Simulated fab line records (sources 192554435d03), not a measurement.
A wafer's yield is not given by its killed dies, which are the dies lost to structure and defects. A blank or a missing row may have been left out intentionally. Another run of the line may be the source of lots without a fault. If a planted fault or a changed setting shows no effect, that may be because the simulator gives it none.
Comparing a struck lot with a sound one / flow n5Finfet / 16 steps out of a route of 1938
Sound: wafers L538.3, L538.4, L538.5. Struck: wafer L544.5 (left out: L544.1, L544.3 of the same lot, which were not struck); the cause appears at the end.
Order at every step that has rows: each side's tool, ch and its chambers, its first start. Under that, the readings that differ: sound wafers / struck wafers / difference of the means / sigmas: that difference in standard deviations of wafers without a fault.
alike: a reading whose means differ by less than 2 such deviations, as well as words and numbers matching on both sides. not compared: withheld readings; readings where some wafer has no value; bounds like >300 that might hide an equal value; numbers whose values overlap and for which the record gives no deviation.
Wherever a step has rows on one side only, a row that says differs or no value, or a row with sigmas, the two part there. Numbers that have no deviation but don't overlap get no sigmas and don't part them. A reading that every wafer of one side lacks parts them only if that side has two wafers or more.

first, 8 steps without rows for these wafers: N5_GATE_CUT_COAT_35 (time 60 s, resist thk 10 nm); N5_GATE_CUT_COAT_27 (time 60 s, resist thk 10 nm); N5_GATE_CUT_COAT_07 (resist thk 30 nm); N5_GATE_CUT_EBR_09; N5_GATE_CUT_SOFTBAKE_08 (time 60 s); N5_GATE_CUT_EXPOSE_10 (exposes mask GATE CUT, target cd 20 nm); N5_GATE_CUT_PEB_11 (peb time 60 s); N5_GATE_CUT_DEVELOP_12 (develop time 30 s).
N5_GATE_CUT_CD_MEAS_13 targets a cd of 20 nm.
  sound on cdSem-02 ch 0, day 6 10:58; struck on cdSem-02 ch 0, day 7 22:54
  alike: cdNm
N5_GATE_CUT_OVL_MEAS_14:
  sound on overlay-02 ch 0, day 6 11:01; struck on overlay-01 ch 0, day 7 22:56
reading=GATE_CUT_OVL (nm); sound=-0.8 -0.2 -1.2; struck=-2.2; difference=-1.5; sigmas=-2
N5_GATE_CUT_INSPECT_15: inspects for defects (brightfield).
  sound: defectInspect-02 at day 6 11:04; struck: defectInspect-01 at day 7 22:59
  alike: rawDefectCount
N5_GATE_CUT_DESCUM_18: chemistry O2, time 7 s.
  sound on rieDiel-02 ch 0,1,2, day 6 11:05; struck on rieDiel-02 ch 3, day 7 23:04
reading=rfVppV (V); sound=244.6 244.3 241.4; struck=246.5; difference=+3.1; sigmas=+2
  alike: chamberPressureMTorr, drypumpMotorCurrentA, oesProductAu, showerheadPlenumPTorr, throttleValvePct
  not compared: rfHoursCounterH
N5_GATE_CUT_ETCH_28: etches underlayer in N2/H2, target depth 13 nm, time 10.4 s.
  sound on rieDiel-02 ch 0,1,2, day 6 11:08; struck on rieDiel-02 ch 3, day 7 23:07
reading=etchRfOnTimeS (s); sound=10.6 10.4 10.7; struck=6.8; difference=-3.8; sigmas=-10
  alike: biasW, chamberPressureMTorr, drypumpMotorCurrentA, oesProductAu, rfVppV, showerheadPlenumPTorr, throttleValvePct
  not compared: rfHoursCounterH
N5_GATE_CUT_ETCH_36: etches SiARC in CF4, target depth 13 nm, time 21.7 s.
  sound on rieDiel-02 ch 0,1,2, day 6 11:09; struck on rieDiel-02 ch 3, day 7 23:08
  alike: biasW, chamberPressureMTorr, drypumpMotorCurrentA, etchRfOnTimeS, oesProductAu, rfVppV, showerheadPlenumPTorr, throttleValvePct
  not compared: rfHoursCounterH
-- a jump in the record: the struck wafers' starts before and after are 4 days apart (it breaks off in module GATE_CUT and resumes in module BEOL_M4, where the first step shown is number 1111 of the route) --
N5_BEOL_M4_RC_MEAS_101:
  sound on prober-01 ch 0, day 10 16:52; struck on prober-01 ch 0, day 11 23:21
reading=SS_P (mV/dec); sound=72.5 71.9 72.1; struck=74.1; difference=+1.9; sigmas=+2
  alike: DIBL_N, DIBL_P, IOFF_N, IOFF_P, ION_N, ION_P, SS_N, VT_N, VT_P
-- the record jumps here: 4 days lie between the struck wafers' starts before and after (it left off in module BEOL_M4 and takes up again in module PASSIVATION, whose first step shown is number 1936 of the route) --
N5_PASSIVATION_PROBE_49:
  sound: prober-01 at day 14 23:58; struck: prober-01 at day 16 09:20
reading=defectLimitedYield (%); sound=91.4 92.7 91.4; struck=88.5; difference=-3.3; sigmas=-2
reading=killedAtContacts; sound=11 16 18; struck=28; difference=+13; sigmas=+2
reading=killedDies; sound=102 86 101; struck=136; difference=+40; sigmas=+2
reading=killedOnRim; sound=10 13 10; struck=23; difference=+12; sigmas=+3
reading=killedShort; sound=31 20 27; struck=51; difference=+25; sigmas=+3
reading=sort_bin_5_function (%); sound=4.1 4.4 5.5; struck=7.1; difference=+2.4; sigmas=+3
reading=sortNPass; sound=1078 1094 1079; struck=1044; difference=-40; sigmas=-2
reading=sortYieldPct (%); sound=91.4 92.7 91.4; struck=88.5; difference=-3.3; sigmas=-2
  alike: killed_at_M0_to_M3, killed_at_M4_up, killedAtFrontEnd, killedAtOther, killedOpen, sort_bin_4_leakage, sort_bin_6_memory, sort_bin_8_speed

## WHERE THEY PART
Last at N5_PASSIVATION_PROBE_49 as far as this record goes, first at N5_GATE_CUT_OVL_MEAS_14.

WHY: what had been put in by the simulator
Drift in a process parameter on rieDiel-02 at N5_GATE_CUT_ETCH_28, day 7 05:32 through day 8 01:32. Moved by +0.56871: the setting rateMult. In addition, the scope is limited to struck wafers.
